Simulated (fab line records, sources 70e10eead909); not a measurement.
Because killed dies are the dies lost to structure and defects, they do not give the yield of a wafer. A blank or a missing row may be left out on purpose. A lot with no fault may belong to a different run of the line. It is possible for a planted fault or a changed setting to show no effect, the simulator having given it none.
Comparing a struck lot with a sound one ; flow nand harc ; 17 out of 1302 route steps
Sound: these wafers, L643.2, L643.3, L643.6. Wafers L649.1, L649.4, L649.5 were the ones struck. At the end, the cause is stated.
Each step with rows lists, per side, the tool, then ch with its chambers, then its first start. Under that, the readings that differ: sound wafers ; struck wafers ; difference of the means ; sigmas: that difference in standard deviations of wafers without a fault.
alike: readings with means less than 2 such deviations apart, plus words and numbers identical on both sides. not compared: withheld readings, readings lacking a value on some wafer, bounds such as >300 that could conceal the same value, and numbers that have no deviation in the record and whose values overlap.
Wherever a step has rows on one side only, a row that says differs or no value, or a row with sigmas, the two part there. When numbers do not overlap yet have no deviation, they are printed without sigmas and do not part them. A reading missing from all wafers of one side parts the sides only when that side holds two or more wafers.

first, 4 steps without rows for these wafers: NHARC_P_BONDPAD_HARDBAKE_10 (time 65 s); NHARC_P_BONDPAD_DESCUM_11 (chemistry O2, time 3 s); NHARC_P_BONDPAD_ETCH_37 (etches the open film in N2/H2, target depth 60 nm, overetch 18 nm, time 65.91 s); NHARC_P_BONDPAD_ETCH_12 (etches the open film in CHF3/O2, target depth 200 nm, time 100 s).
NHARC_P_BONDPAD_CD_MEAS_13:
  sound: cd sem-01 at day 7 06:58; struck: cd sem-01 at day 9 09:44
  alike: cd nm
then, 3 steps without rows for these wafers: NHARC_P_BONDPAD_STRIP_15 (strips in O2); NHARC_P_BONDPAD_ETCH_24 (etches the open film in CF4/N2, target depth 30 nm, time 72.99 s); NHARC_P_BONDPAD_STRIP_16 (strips in post etch residue remover, time 600 s).
NHARC_P_BONDPAD_DEGAS_25: time 60 s.
  sound: pvd sputter-01 at day 7 07:36; struck: pvd sputter-02 at day 9 10:24
  alike: heater power w
NHARC_P_BONDPAD_PRE_CLEAN_26: time 30 s.
  sound on pvd sputter-01; struck on pvd sputter-02
  alike: heater power w
NHARC_P_BONDPAD_PVD_17: deposits TaN, target thk 5 nm, time 8.06 s.
  sound on pvd sputter-01; struck on pvd sputter-02
  alike: throttle valve pct
NHARC_P_BONDPAD_PVD_27: deposits Cu, target thk 30 nm, time 20.49 s.
  sound on pvd sputter-01; struck on pvd sputter-02
  alike: throttle valve pct
NHARC_P_BONDPAD_ECD_18: material Cu, target thk 400 nm.
  sound on ecd cu-02 ch 0,1, day 7 07:57; struck on ecd cu-01 ch 0,1, day 9 10:46
  no value came back on the struck wafers for bath heat duty pct (%), bath temp c (C); on the sound wafers bath heat duty pct (%) reads 7.4 7.4 6.2
NHARC_P_BONDPAD_ANNEAL_28: time 90 s.
  sound on rtp anneal-01 ch 0, day 7 08:23; struck on rtp anneal-02 ch 0, day 9 11:08
  alike: wafer_temp_C_max
then, 1 step without rows for these wafers: NHARC_P_BONDPAD_CMP_19 (polishes, t overpolish 30 s, cu recess touch 16 s, target thk 160.81 nm).
NHARC_P_BONDPAD_THK_MEAS_20: measures by xrf.
  sound: film metro-01 at day 7 08:59; struck: film metro-02 at day 9 11:49
reading;sound;struck;difference;sigmas
thk nm (nm);162.4 162.2 161.9;30.2 29.5 29.2;-132.5;-83
then, 1 step without rows for these wafers: NHARC_P_BONDPAD_SRD_21 (time 30 s, dry time 20 s).

WHERE THEY PART
Earliest at NHARC_P_BONDPAD_ECD_18; latest, in this record, at NHARC_P_BONDPAD_THK_MEAS_20.

WHY: what had been put in by the simulator
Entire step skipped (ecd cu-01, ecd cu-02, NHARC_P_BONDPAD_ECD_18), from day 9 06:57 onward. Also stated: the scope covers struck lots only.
